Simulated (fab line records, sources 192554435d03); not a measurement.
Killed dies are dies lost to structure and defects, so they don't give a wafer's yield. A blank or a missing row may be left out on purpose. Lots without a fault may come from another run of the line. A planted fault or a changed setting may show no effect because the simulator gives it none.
Which tool did it? | flow n5_finfet | 12 lots, 36 wafers sampled, at 3 steps of a route of 1938

WHAT THE GAUGES READ, wafer by wafer
N5_BEOL_M10_INSPECT_13: inspects for defects (brightfield).
lot  | measured     | on                | raw_defect_count
L074 | day 12 00:52 | defect_inspect-02 | 428 537 366
L077 | day 12 20:31 | defect_inspect-01 | 405 463 369
L080 | day 13 05:41 | defect_inspect-01 | 395 434 492
L081 | day 13 12:39 | defect_inspect-01 | 459 466 463
L082 | day 14 06:55 | defect_inspect-02 | 295 364 231
L084 | day 14 14:43 | defect_inspect-02 | 347 277 406
L089 | day 14 21:36 | defect_inspect-01 | 391 545 529
L085 | day 15 07:35 | defect_inspect-01 | 468 327 344
L093 | day 15 19:11 | defect_inspect-02 | 342 442 419
L092 | day 16 16:28 | defect_inspect-02 | 363 328 440
L095 | day 17 07:35 | defect_inspect-02 | 367 360 383
L097 | day 18 07:06 | defect_inspect-02 | 498 811 596

WHICH TOOL RAN EACH LOT (tool, then ch and the chambers of the sampled wafers, then the start)
lot  | N5_BEOL_M9_ANNEAL_51             | N5_BEOL_M10_HM_DEP_02
L074 | rtp_anneal-02 ch 0, day 11 21:58 | pvd_sputter-02, day 12 00:19
L077 | rtp_anneal-01 ch 0, day 12 16:41 | pvd_sputter-01, day 12 19:56
L080 | rtp_anneal-01 ch 0, day 13 01:44 | pvd_sputter-01, day 13 05:04
L081 | rtp_anneal-02 ch 0, day 13 10:13 | pvd_sputter-01, day 13 12:13
L082 | rtp_anneal-02 ch 0, day 14 03:39 | pvd_sputter-03, day 14 06:22
L084 | rtp_anneal-01 ch 0, day 14 11:44 | pvd_sputter-03, day 14 14:10
L089 | rtp_anneal-01 ch 0, day 14 18:23 | pvd_sputter-01, day 14 21:03
L085 | rtp_anneal-02 ch 0, day 15 04:02 | pvd_sputter-03, day 15 07:02
L093 | rtp_anneal-02 ch 0, day 15 17:17 | pvd_sputter-03, day 15 18:46
L092 | rtp_anneal-01 ch 0, day 16 13:02 | pvd_sputter-01, day 16 15:55
L095 | rtp_anneal-02 ch 0, day 17 05:15 | pvd_sputter-03, day 17 07:10
L097 | rtp_anneal-02 ch 0, day 18 04:52 | pvd_sputter-01, day 18 06:40
- N5_BEOL_M9_ANNEAL_51: time 90 s.
- N5_BEOL_M10_HM_DEP_02: deposits TiN, target thk 20 nm.

THE ANSWER, worked out from the rows above alone
Rule: what is usual is taken from the lots themselves. Put in order of their means at a reading, lots are off if they are a third of the lots or fewer, leave a main group of 4 or more, and stand apart from it by a gap of 3 or more times the standard deviation of the main group's means; of several such gaps the widest counts. A main group whose means are all the same, to the digits that the tables above print for the reading, isn't used. A lot without any number at a reading at which 4 lots or more have one is off too. The other lots that the step has rows for count as sound.
No lot is off at any reading shown: from this, nothing can be told.

WHAT THE SIMULATOR HAD PUT IN
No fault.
